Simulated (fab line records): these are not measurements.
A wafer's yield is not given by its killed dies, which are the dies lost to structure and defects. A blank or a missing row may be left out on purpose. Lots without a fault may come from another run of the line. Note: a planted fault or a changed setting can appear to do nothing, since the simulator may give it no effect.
Split-lot study    flow n5_finfet    route with 1938 steps; 7 lots, 21 wafers read

== SPLIT DETAILS ==
At N5_BEOL_M10_VIA_ETCH_34 (etches SiCOH lowk in C4F6/O2, target depth 184.5 nm, time 69.2 s), the setting time_s was moved away from the recipe's 69.2 s on 8 of the 21 wafers read, by -20.1% to +21.8%. This setting was run at the recipe's value on the other wafers.

Reading taken at the split's own step.

== THE READING ==
SOC_of_BEOL_M10_COAT_63.thk_nm (the simulator's own value, which no gauge read), in nm, at N5_BEOL_M10_VIA_ETCH_34 (etches SiCOH lowk in C4F6/O2, target depth 184.5 nm, time 69.2 s). The file does not state a usual value for it. Here, 13 wafers ran the recipe; their average is 92.0 nm with a standard deviation of 0.25 nm.

wafer   tool, chamber at the split  time_s as run, s  against the recipe  SOC_of_BEOL_M10_COAT_63.thk_nm, nm  against lot-mates on the recipe
L081.3  rie_diel-05, 0              69.2              recipe              92                                  -
L081.4  rie_diel-05, 3              69.2              recipe              92                                  -
L081.6  rie_diel-05, 2              69.2              recipe              92                                  -
L083.2  rie_diel-04, 3              69.2              recipe              91.8                                -
L083.4  rie_diel-04, 0              69.2              recipe              92.4                                -
L083.6  rie_diel-04, 0              69.2              recipe              92                                  -
L087.2  rie_diel-05, 3              55.32             -20.1%              94                                  +1.8
L087.5  rie_diel-05, 3              55.32             -20.1%              94.2                                +2.0
L087.6  rie_diel-05, 2              69.2              recipe              92.2                                -
L088.1  rie_diel-02, 2              69.2              recipe              92.4                                -
L088.3  rie_diel-02, 3              69.2              recipe              92                                  -
L088.5  rie_diel-02, 1              69.2              recipe              91.8                                -
L095.2  rie_diel-02, 0              69.2              recipe              91.6                                -
L095.3  rie_diel-02, 1              73.19             +5.8%               91.2                                -0.4
L095.4  rie_diel-02, 3              73.19             +5.8%               92.2                                +0.6
L097.3  rie_diel-02, 3              76.04             +9.9%               91.8                                -0.6
L097.5  rie_diel-02, 3              76.04             +9.9%               91.8                                -0.6
L097.6  rie_diel-02, 2              69.2              recipe              92.4                                -
L089.1  rie_diel-02, 0              84.3              +21.8%              90.4                                -1.4
L089.2  rie_diel-02, 2              84.3              +21.8%              90                                  -1.8
L089.5  rie_diel-02, 0              69.2              recipe              91.8                                -

THE FIT
A straight line over all 21 wafers: SOC_of_BEOL_M10_COAT_63.thk_nm changes by -0.0868 nm for each +1% of time_s; r = -0.93; the points scatter about the line by 0.34 nm.
The same after taking each lot's own level away (the mean of its wafers on the recipe; 21 wafers): -0.0796 nm for each +1%; r = -0.94; scatter 0.29 nm.
That fit puts the effect of the largest move of time_s on the reading at 1.7 nm.
Measured against the standard deviation above, the lots' own levels, which go from 91.60 to 92.40 nm, span 3.2 times it.
Consequently the slope shifts little with the lot-to-lot level, the two slopes agreeing.
Check: for one of the wafers moved furthest among these (+21.8%), held out of the fit, the line's prediction against its lot-mates is -1.7 nm. Against them it came out at -1.4 nm.

== FURTHER SPLITS ON THESE WAFERS ==
Before the reading, these wafers also passed through other splits. Each is held against what the fit with the lots' levels taken away leaves over:
other split on the same wafers      wafers away from the commonest value  r with SOC_of_BEOL_M10_COAT_63.thk_nm (lot level and that fit taken away)
N5_BEOL_M7_EXPOSE_08 dose_mj        12                                    -0.20
N5_BEOL_M8_DESCUM_33 time_s         6                                     +0.09
N5_BEOL_M8_TRENCH_ETCH_37 source_w  5                                     +0.03
N5_BEOL_M10_ETCH_62 time_s          6                                     -0.20

== THE WHOLE CHAIN: every reading that the file lists as answering this split, in the file's order ==
step                     what it does                                                      reading                                                                          change (the file's fit)                 r (the file's)
N5_BEOL_M10_VIA_ETCH_34  etches SiCOH lowk in C4F6/O2, target depth 184.5 nm, time 69.2 s  etch.depth_nm (the simulator's own value, which no gauge read)                   +1.83 nm for each +1% of the setting    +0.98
N5_BEOL_M10_VIA_ETCH_34  etches SiCOH lowk in C4F6/O2, target depth 184.5 nm, time 69.2 s  SOC_of_BEOL_M10_COAT_63.thk_nm (the simulator's own value, which no gauge read)  -0.0776 nm for each +1% of the setting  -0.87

== FILE'S OWN FIT ==
SOC_of_BEOL_M10_COAT_63.thk_nm changes by -0.0776 nm for each +1% of time_s, r = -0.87.
